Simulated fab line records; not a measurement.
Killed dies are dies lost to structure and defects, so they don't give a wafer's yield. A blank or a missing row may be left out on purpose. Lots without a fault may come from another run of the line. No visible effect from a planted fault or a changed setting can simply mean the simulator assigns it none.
fab line records    flow n5-finfet
[record] lots = 6  wafers = 18  last-day = 17
route steps=1938 shown BEOL_M11@1567
lots that met no fault: taken from a fault-free run of the same line
start-h: the number of hours between the record's first day and the start of the first shown wafer of the lot    wait-h: hours from the lot's prior step to this one    " identical to the entry in the row above    L1.1+2: a row that stands for several wafers    - no value, or no start given    * or withheld: withheld    < > ~ a bound
route shown NAME@n: a module of which the file shows steps, and the number in the route of the first    usual: mean/standard deviation of fault-free wafers    same: alike in all rows    chamber/n: place in a boat    sites: each site's reading    _std_site: their standard deviation    _edge_site: the outer-site mean with the inner-site mean subtracted    radius-mm: how far each site lies from the wafer's centre    mask NAME#n: copy n    behind: the last tool/chamber to shape the wafer    hold: reason for holding the lot/hours on hold/outcome of the hold    device: the n, p or np transistor that did not switch    end of line: tests of these same wafers at the route's end    a step given without rows: its recipe and nothing more    killed: not the wafer's yield, but the dies lost to structure and defects at the first sort    map: dies across one wafer; x = killed, . = not, _ = none there
set.NAME: the run value of the setting; set.NAME@STEP: its run value at that earlier step    model.NAME: the simulator's own value behind a step, which no gauge read
lots at selected steps of the route; one table per step, one row per wafer
services: the hour from which a tool's chamber was out of use, counted from the record's first day as start-h (under 0 if before that day), plus the number of hours and why
[[steps]]
[step N5_BEOL_M11_DEVELOP_27]
[recipe] develop-time-s = 30  developer = TMAH  resist = CAR-ArF  rinse-liquid = diw  dry = air-spin  dev-temp-c = 23
[step N5_BEOL_M11_CD_MEAS_28]
[recipe] target-cd-nm = 70  landing-energy-ev = 500  detector = se-inlens  polarity = opening
[usual] cd-nm = 69.7/0.79
lot.wafer  tool       chamber  start-h  wait-h  cd-nm
L438.2     cd-sem-03  0        242.66   -       68.8
L438.5     "          0        "        "       68.6
L438.6     "          0        "        "       69.6
L439.2     cd-sem-02  0        259.94   -       68.7
L439.4     "          0        "        "       70.7
L439.5     "          0        "        "       69.4
L443.3     cd-sem-01  0        277.76   -       70.2
L443.4     "          0        "        "       69.1
L443.6     "          0        "        "       69.4
L456.2     cd-sem-02  0        349.40   -       68.6
L456.5     "          0        "        "       68.2
L456.6     "          0        "        "       69.3
L458.1     cd-sem-02  0        366.26   -       70.5
L458.2     "          0        "        "       70.7
L458.6     "          0        "        "       70.2
L457.1     cd-sem-03  0        367.28   -       69.9
L457.5     "          0        "        "       70.2
L457.6     "          0        "        "       70.2
[step N5_BEOL_M11_OVL_MEAS_29]
[recipe] points-per-wafer = 44
[usual] V10_OVL = -0.1/0.79
lot.wafer  tool        chamber  start-h  wait-h  V10_OVL[nm]
L438.2     overlay-02  0        242.69   0.0     -0.4
L438.5     "           0        "        "       0.2
L438.6     "           0        "        "       -0.9
L439.2     overlay-02  0        259.97   0.0     -0.2
L439.4     "           0        "        "       -1.4
L439.5     "           0        "        "       0.1
L443.3     overlay-02  0        277.79   0.0     -0.1
L443.4     "           0        "        "       0.2
L443.6     "           0        "        "       1.4
L456.2     overlay-01  0        349.45   0.0     0.9
L456.5     "           0        "        "       1.0
L456.6     "           0        "        "       0.9
L458.1     overlay-01  0        366.29   0.0     -0.4
L458.2     "           0        "        "       -0.1
L458.6     "           0        "        "       0.3
L457.1     overlay-02  0        367.31   0.0     -1.1
L457.5     "           0        "        "       -0.3
L457.6     "           0        "        "       -0.2
[step N5_BEOL_M11_INSPECT_30]
[recipe] mode = adi  inspect-instrument = brightfield
[usual] raw-defect-count = 416/93
lot.wafer  tool               chamber  start-h  wait-h  raw-defect-count
L438.2     defect-inspect-02  -        242.71   0.0     438
L438.5     "                  -        "        "       554
L438.6     "                  -        "        "       369
L439.2     defect-inspect-01  -        260.00   0.0     494
L439.4     "                  -        "        "       412
L439.5     "                  -        "        "       388
L443.3     defect-inspect-02  -        277.81   0.0     653
L443.4     "                  -        "        "       636
L443.6     "                  -        "        "       532
L456.2     defect-inspect-01  -        349.48   0.0     356
L456.5     "                  -        "        "       555
L456.6     "                  -        "        "       347
L458.1     defect-inspect-02  -        366.31   0.0     364
L458.2     "                  -        "        "       528
L458.6     "                  -        "        "       428
L457.1     defect-inspect-01  -        367.34   0.0     465
L457.5     "                  -        "        "       307
L457.6     "                  -        "        "       307
[step N5_BEOL_M11_DESCUM_33]
[recipe] chemistry = O2  time-s = 7.9  source-power-w = 50  bias-power-w = 20  pressure-mtorr = 20  rf-frequency-hz = 2.712e+07  temp-c = 40  resist = CAR-ArF  o2-flow-sccm = 225
[usual] drypump-motor-current-A = 5.8/0.6  oes-product-au = 0.79/0.089  rf-vpp-V = 243.4/1.6  showerhead-plenum-p-Torr = 2.11/0.084  throttle-valve-pct = 20.39/0.18
lot.wafer  tool         chamber  start-h  wait-h  drypump-motor-current-A  oes-product-au  rf-hours-counter-h  rf-vpp-V  showerhead-plenum-p-Torr  throttle-valve-pct
L438.2     rie-diel-01  3        242.75   0.0     6.2                      0.76            127                 241.4     2.01                      20.22
L438.5     "            3        "        "       6.2                      0.76            -                   241.6     2.01                      20.24
L438.6     "            0        "        "       5.9                      0.91            -                   245.5     2.22                      20.20
L439.2     rie-diel-03  2        260.03   0.0     5.4                      0.71            212                 242.7     2.06                      20.54
L439.4     "            1        "        "       6.1                      0.72            168                 244.2     2.18                      20.60
L439.5     "            1        "        "       6.1                      0.72            -                   245.5     2.19                      20.60
L443.3     rie-diel-04  1        277.84   0.0     5.4                      0.89            37                  243.0     2.12                      20.34
L443.4     "            3        "        "       6.8                      0.67            244                 239.8     1.97                      20.28
L443.6     "            3        "        "       6.8                      0.66            -                   241.8     1.97                      20.26
L456.2     rie-diel-03  2        349.89   0.4     5.5                      0.70            242                 241.9     2.06                      20.59
L456.5     "            1        "        "       6.1                      0.69            -                   245.2     2.17                      20.66
L456.6     "            0        "        "       5.2                      0.71            -                   240.8     1.99                      20.35
L458.1     rie-diel-01  0        366.62   0.3     5.8                      0.84            79                  244.8     2.20                      20.24
L458.2     "            2        "        "       6.6                      0.85            48                  241.4     2.05                      20.51
L458.6     "            1        "        "       4.7                      0.85            -                   242.6     2.12                      20.41
L457.1     rie-diel-03  2        367.45   0.1     5.5                      0.69            248                 243.5     2.05                      20.60
L457.5     "            2        "        "       5.5                      0.69            -                   242.1     2.05                      20.61
L457.6     "            3        "        "       6.4                      0.82            -                   244.7     2.22                      20.21
[step N5_BEOL_M11_ETCH_65]
[recipe] chemistry = CF4  target = SiARC  target-depth-a = 390  mask-material = CAR-ArF  time-s = 65  ion-energy-ev = 80  pressure-mtorr = 40  source-w = 545  bias-w = 36  Ar_flow_sccm = 100  cf4-flow-sccm = 100  ends = cleared
[usual] drypump-motor-current-A = 5.8/0.6  etch-rf-on-time-s = 64.9/0.88  oes-product-au = 0.67/0.077  rf-vpp-V = 184.2/1.2  showerhead-plenum-p-Torr = 2.16/0.08  throttle-valve-pct = 15.58/0.2
lot.wafer  tool         chamber  start-h  wait-h  drypump-motor-current-A  etch-rf-on-time-s  oes-product-au  rf-hours-counter-h  rf-vpp-V  showerhead-plenum-p-Torr  throttle-valve-pct
L438.2     rie-diel-01  3        242.78   0.0     6.2                      65.8               0.64            127                 183.5     2.06                      15.45
L438.5     "            3        "        "       6.2                      65.5               0.65            -                   183.6     2.06                      15.45
L438.6     "            0        "        "       5.9                      63.7               0.76            -                   186.1     2.26                      15.37
L439.2     rie-diel-03  2        260.06   0.0     5.4                      64.5               0.61            212                 183.9     2.12                      15.80
L439.4     "            1        "        "       6.1                      65.4               0.61            168                 185.0     2.22                      15.74
L439.5     "            1        "        "       6.1                      65.2               0.61            -                   184.8     2.22                      15.77
L443.3     rie-diel-04  1        277.88   0.0     5.4                      63.1               0.77            37                  183.4     2.18                      15.51
L443.4     "            3        "        "       6.7                      64.9               0.58            244                 182.0     2.03                      15.59
L443.6     "            3        "        "       6.8                      65.2               0.57            -                   182.1     2.03                      15.61
L456.2     rie-diel-03  2        349.93   0.0     5.5                      65.1               0.59            242                 184.9     2.11                      15.87
L456.5     "            1        "        "       6.1                      66.3               0.59            -                   184.4     2.21                      15.83
L456.6     "            0        "        "       5.1                      65.1               0.60            -                   183.5     2.04                      15.61
L458.1     rie-diel-01  0        366.66   0.0     5.8                      64.1               0.73            79                  184.5     2.25                      15.43
L458.2     "            2        "        "       6.5                      63.7               0.74            48                  183.0     2.09                      15.59
L458.6     "            1        "        "       4.7                      64.3               0.73            -                   184.0     2.18                      15.59
L457.1     rie-diel-03  2        367.48   0.0     5.5                      65.7               0.59            249                 182.6     2.11                      15.87
L457.5     "            2        "        "       5.4                      65.9               0.58            -                   183.0     2.11                      15.86
L457.6     "            3        "        "       6.4                      65.6               0.69            -                   186.1     2.25                      15.35
[step N5_BEOL_M11_ETCH_66]
[recipe] chemistry = N2/H2  target = SOC  target-depth-a = 1200  overetch-a = 240  mask-material = SiARC  temp-c = 40  time-s = 180  ion-energy-ev = 200  pressure-mtorr = 30  source-w = 840  bias-w = 150  n2-flow-sccm = 200  h2-flow-sccm = 200
[step N5_BEOL_M11_STRIP_69]
[recipe] chemistry = N2/H2  temp-c = 40  n2-flow-sccm = 200  h2-flow-sccm = 200  rf-frequency-hz = 6e+07
[step N5_BEOL_M11_VIA_ETCH_34]
[recipe] chemistry = C4F6/O2  target = SiCOH_lowk  target-depth-a = 1845  mask-material = SOC  taper-deg = 4  time-s = 69.2  ion-energy-ev = 250  pressure-mtorr = 30  source-w = 345  bias-w = 185  Ar_flow_sccm = 300  C4F6_flow_sccm = 10  O2_flow_sccm = 10
[usual] O2_flow_sccm = 10.00/0.031  drypump-motor-current-A = 5.8/0.6  oes_ar_750_au = 0.79/0.085  oes-product-au = 0.79/0.09  rf-vpp-V = 666/7.7  run-length-s = 92.7/0.45  showerhead-plenum-p-Torr = 2.87/0.11  throttle-valve-pct = 20.87/0.19
lot.wafer  tool         chamber  start-h  wait-h  O2_flow_sccm  drypump-motor-current-A  oes_ar_750_au  oes-product-au  rf-hours-counter-h  rf-vpp-V  run-length-s  showerhead-plenum-p-Torr  throttle-valve-pct
L438.2     rie-diel-01  3        242.95   0.0     10.06         6.2                      0.75           0.76            128                 676       92.3          2.74                      20.74
L438.5     "            3        "        "       10.02         6.2                      0.76           0.76            -                   677       92.4          2.74                      20.75
L438.6     "            0        "        "       10.08         5.9                      0.89           0.90            -                   655       92.1          3.00                      20.64
L439.2     rie-diel-03  2        260.24   0.0     10.03         5.5                      0.72           0.71            213                 663       92.6          2.82                      21.08
L439.4     "            1        "        "       9.97          6.1                      0.72           0.71            168                 676       92.7          2.95                      20.99
L439.5     "            1        "        "       10.00         6.1                      0.71           0.71            -                   676       92.4          2.95                      21.00
L443.3     rie-diel-04  1        278.05   0.0     10.00         5.4                      0.88           0.89            37                  668       92.8          2.91                      20.93
L443.4     "            3        "        "       10.05         6.8                      0.67           0.67            244                 656       92.5          2.69                      20.75
L443.6     "            3        "        "       10.05         6.8                      0.67           0.66            -                   656       92.9          2.69                      20.74
L456.2     rie-diel-03  2        350.10   0.0     10.07         5.5                      0.70           0.69            242                 663       92.7          2.81                      21.14
L456.5     "            1        "        "       10.03         6.1                      0.69           0.70            -                   676       92.4          2.93                      21.02
L456.6     "            0        "        "       10.05         5.2                      0.69           0.70            -                   658       92.7          2.71                      20.81
L458.1     rie-diel-01  0        366.83   0.0     9.99          5.8                      0.85           0.85            79                  656       92.3          2.98                      20.67
L458.2     "            2        "        "       9.98          6.6                      0.86           0.87            48                  663       92.7          2.78                      20.97
L458.6     "            1        "        "       10.03         4.7                      0.85           0.85            -                   667       92.6          2.90                      20.97
L457.1     rie-diel-03  2        367.66   0.0     10.02         5.5                      0.70           0.68            249                 663       92.6          2.81                      21.16
L457.5     "            2        "        "       10.06         5.5                      0.69           0.68            -                   663       92.5          2.81                      21.14
L457.6     "            3        "        "       10.05         6.4                      0.82           0.81            -                   676       93.1          3.00                      20.68
[step N5_BEOL_M11_STRIP_73]
[recipe] chemistry = C4F6/O2  resist = SiARC  rf-frequency-hz = 6e+07
[step N5_BEOL_M11_STRIP_36]
[recipe] chemistry = N2/H2  power-w = 450  temp-c = 40  pressure-mtorr = 20  rf-frequency-hz = 6e+07  overash-fraction = 0.3  bias-power-w = 7  h2-frac = 0.5  n2-flow-sccm = 200  h2-flow-sccm = 200
[usual] drypump-motor-current-A = 5.8/0.6  oes-product-au = 0.79/0.089  rf-vpp-V = 59.3/1.9  showerhead-plenum-p-Torr = 2.56/0.1  throttle-valve-pct = 23.57/0.28
lot.wafer  tool         chamber  start-h  wait-h  drypump-motor-current-A  oes-product-au  rf-hours-counter-h  rf-vpp-V  showerhead-plenum-p-Torr  throttle-valve-pct
L438.2     rie-diel-01  3        243.02   0.0     6.2                      0.76            128                 57.0      2.44                      23.45
L438.5     "            3        "        "       6.2                      0.76            -                   59.5      2.44                      23.44
L438.6     "            0        "        "       5.8                      0.88            -                   56.8      2.69                      23.29
L439.2     rie-diel-03  2        260.30   0.0     5.5                      0.70            213                 62.0      2.51                      24.03
L439.4     "            1        "        "       6.1                      0.71            168                 59.1      2.64                      23.57
L439.5     "            1        "        "       6.1                      0.70            -                   60.7      2.64                      23.61
L443.3     rie-diel-04  1        278.11   0.0     5.4                      0.88            37                  58.6      2.57                      23.47
L443.4     "            3        "        "       6.8                      0.67            244                 57.1      2.39                      23.26
L443.6     "            3        "        "       6.8                      0.65            -                   57.9      2.39                      23.25
L456.2     rie-diel-03  2        350.16   0.0     5.5                      0.69            242                 59.8      2.50                      24.09
L456.5     "            1        "        "       6.1                      0.70            -                   57.4      2.63                      23.65
L456.6     "            0        "        "       5.1                      0.70            -                   56.2      2.41                      23.42
L458.1     rie-diel-01  0        366.90   0.0     5.8                      0.85            79                  57.9      2.68                      23.32
L458.2     "            2        "        "       6.6                      0.85            48                  61.9      2.47                      23.75
L458.6     "            1        "        "       4.7                      0.83            -                   57.1      2.58                      23.73
L457.1     rie-diel-03  2        367.72   0.0     5.5                      0.67            249                 57.5      2.49                      24.10
L457.5     "            2        "        "       5.4                      0.69            -                   59.4      2.49                      24.05
L457.6     "            3        "        "       6.4                      0.83            -                   56.2      2.67                      23.33
[step N5_BEOL_M11_TRENCH_ETCH_37]
[recipe] chemistry = C4F6/O2  target-depth-a = 1488.3  target = SiCOH_lowk  time-s = 48  ion-energy-ev = 250  pressure-mtorr = 30  source-w = 345  bias-w = 185  Ar_flow_sccm = 300  C4F6_flow_sccm = 10  O2_flow_sccm = 10
[step N5_BEOL_M11_ETCH_41]
[recipe] chemistry = CH3F/O2  target = SiCN  target-depth-a = 426  taper-deg = 2  time-s = 86  ion-energy-ev = 120  mask-material = TiN  pressure-mtorr = 30  source-w = 395  bias-w = 75  Ar_flow_sccm = 150  CH3F_flow_sccm = 30  O2_flow_sccm = 20
[usual] O2_flow_sccm = 20.01/0.056  drypump-motor-current-A = 5.8/0.6  oes-product-au = 0.79/0.09  rf-vpp-V = 297.6/1.8  run-length-s = 109.5/0.42  showerhead-plenum-p-Torr = 2.02/0.079  throttle-valve-pct = 16.29/0.19
lot.wafer  tool         chamber  start-h  wait-h  O2_flow_sccm  drypump-motor-current-A  oes-product-au  rf-hours-counter-h  rf-vpp-V  run-length-s  showerhead-plenum-p-Torr  throttle-valve-pct  model.etch.depth-nm
L438.2     rie-diel-01  3        243.10   -       20.00         6.2                      0.76            128                 296.9     109.5         1.92                      16.16               33.08
L438.5     "            3        "        "       20.01         6.2                      0.76            -                   294.7     109.1         1.92                      16.16               32.9
L438.6     "            0        "        "       19.95         5.9                      0.90            -                   299.1     108.9         2.11                      16.04               32.96
L439.2     rie-diel-03  2        260.38   -       19.99         5.5                      0.71            213                 296.9     109.5         1.98                      16.50               32.49
L439.4     "            1        "        "       20.09         6.1                      0.72            168                 299.0     109.6         2.08                      16.44               32.47
L439.5     "            1        "        "       19.96         6.1                      0.71            -                   298.8     109.3         2.08                      16.45               32.34
L443.3     rie-diel-04  1        278.20   -       19.98         5.4                      0.88            37                  297.2     109.7         2.05                      16.27               33.27
L443.4     "            3        "        "       19.93         6.7                      0.66            244                 294.1     109.8         1.89                      16.26               32.12
L443.6     "            3        "        "       19.96         6.7                      0.66            -                   295.9     109.7         1.89                      16.27               31.79
L456.2     rie-diel-03  2        350.24   -       20.04         5.5                      0.70            242                 296.6     109.2         1.97                      16.56               32.62
L456.5     "            1        "        "       19.99         6.1                      0.70            -                   298.9     109.1         2.06                      16.52               32.48
L456.6     "            0        "        "       20.08         5.1                      0.70            -                   294.0     128.5         1.90                      16.26               39.83
L458.1     rie-diel-01  0        366.98   -       19.92         5.8                      0.84            79                  300.0     109.2         2.10                      16.11               32.71
L458.2     "            2        "        "       20.07         6.6                      0.87            48                  295.8     109.2         1.95                      16.33               33.25
L458.6     "            1        "        "       20.07         4.7                      0.86            -                   297.5     109.5         2.04                      16.33               33.1
L457.1     rie-diel-03  2        367.80   -       19.97         5.5                      0.68            249                 296.9     128.5         1.97                      16.58               39.77
L457.5     "            2        "        "       19.92         5.5                      0.69            -                   297.5     109.4         1.97                      16.59               32.42
L457.6     "            3        "        "       20.17         6.4                      0.82            -                   300.0     128.9         2.11                      16.08               40.38
[step N5_BEOL_M11_STRIP_77]
[recipe] chemistry = N2/H2  time-s = 10  power-w = 450  temp-c = 40  pressure-mtorr = 20  rf-frequency-hz = 6e+07  bias-power-w = 7  n2-flow-sccm = 200  h2-flow-sccm = 200
[usual] drypump-motor-current-A = 5.8/0.6  oes-product-au = 0.79/0.088  rf-vpp-V = 59.2/0.97  showerhead-plenum-p-Torr = 2.56/0.1  throttle-valve-pct = 23.58/0.28
lot.wafer  tool         chamber  start-h  wait-h  drypump-motor-current-A  oes-product-au  rf-hours-counter-h  rf-vpp-V  showerhead-plenum-p-Torr  throttle-valve-pct
L438.2     rie-diel-01  3        -        -       6.2                      0.76            128                 59.7      2.44                      23.46
L438.5     "            3        "        "       6.2                      0.76            -                   59.3      2.44                      23.46
L438.6     "            0        "        "       5.9                      0.89            -                   57.5      2.69                      23.28
L439.2     rie-diel-03  2        -        -       5.5                      0.71            213                 58.8      2.51                      24.07
L439.4     "            1        "        "       6.1                      0.72            168                 58.9      2.64                      23.60
L439.5     "            1        "        "       6.1                      0.72            -                   60.3      2.64                      23.61
L443.3     rie-diel-04  1        -        -       5.4                      0.88            37                  58.3      2.57                      23.46
L443.4     "            3        "        "       6.7                      0.67            244                 57.4      2.39                      23.22
L443.6     "            3        "        "       6.8                      0.66            -                   57.2      2.39                      23.23
L456.2     rie-diel-03  2        -        -       5.5                      0.69            242                 59.0      2.50                      24.10
L456.5     "            1        "        "       6.1                      0.69            -                   59.1      2.63                      23.64
L456.6     "            0        "        "       5.1                      0.70            -                   59.6      2.41                      23.42
L458.1     rie-diel-01  0        -        -       5.9                      0.86            79                  58.8      2.67                      23.34
L458.2     "            2        "        "       6.6                      0.86            48                  59.2      2.47                      23.79
L458.6     "            1        "        "       4.7                      0.86            -                   57.7      2.58                      23.70
L457.1     rie-diel-03  2        -        -       5.5                      0.69            249                 57.0      2.49                      24.10
L457.5     "            2        "        "       5.5                      0.69            -                   61.6      2.49                      24.10
L457.6     "            3        "        "       6.5                      0.82            -                   59.9      2.67                      23.35
[[services]]
tool         chamber  start-h  hours  kind
rie-diel-01  -        229.97   2.8    pm
rie-diel-04  1        239.23   6.4    repair
rie-diel-04  2        247.20   -      clean
rie-diel-04  2        247.20   -      consumable-replace:focus-ring
rie-diel-04  2        247.20   17.3   scheduled-down
rie-diel-04  2        247.20   17.3   vent-cycle
rie-diel-01  3        284.47   7.4    repair
rie-diel-04  3        295.36   -      clean
rie-diel-04  3        295.36   -      consumable-replace:focus-ring
rie-diel-04  3        295.36   -      consumable-replace:showerhead
rie-diel-04  3        295.36   27.3   scheduled-down
rie-diel-04  3        295.36   27.3   vent-cycle
[[key]]
[first-sign] step = N5_BEOL_M11_ETCH_41  reading = run-length-s  direction = up  sigmas = 46  usual = *  struck = *
effect none on later readings
[model-effect] step = N5_BEOL_M11_ETCH_41  value = etch.depth-nm  without = 32.7  struck = 39.99
met-at N5_BEOL_M11_ETCH_41
struck-wafers L456.6,L457.1,L457.6
onset-between 260.38 350.24
[fault] kind = process-parameter-drift  tool = rie-diel-03  chamber = -  onset-h = 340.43  steps = N5_BEOL_M11_ETCH_41  channel = time-s  offset = *  shape = step  end-h = 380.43  scope = struck-wafers-only  acts-in = *  stated = *
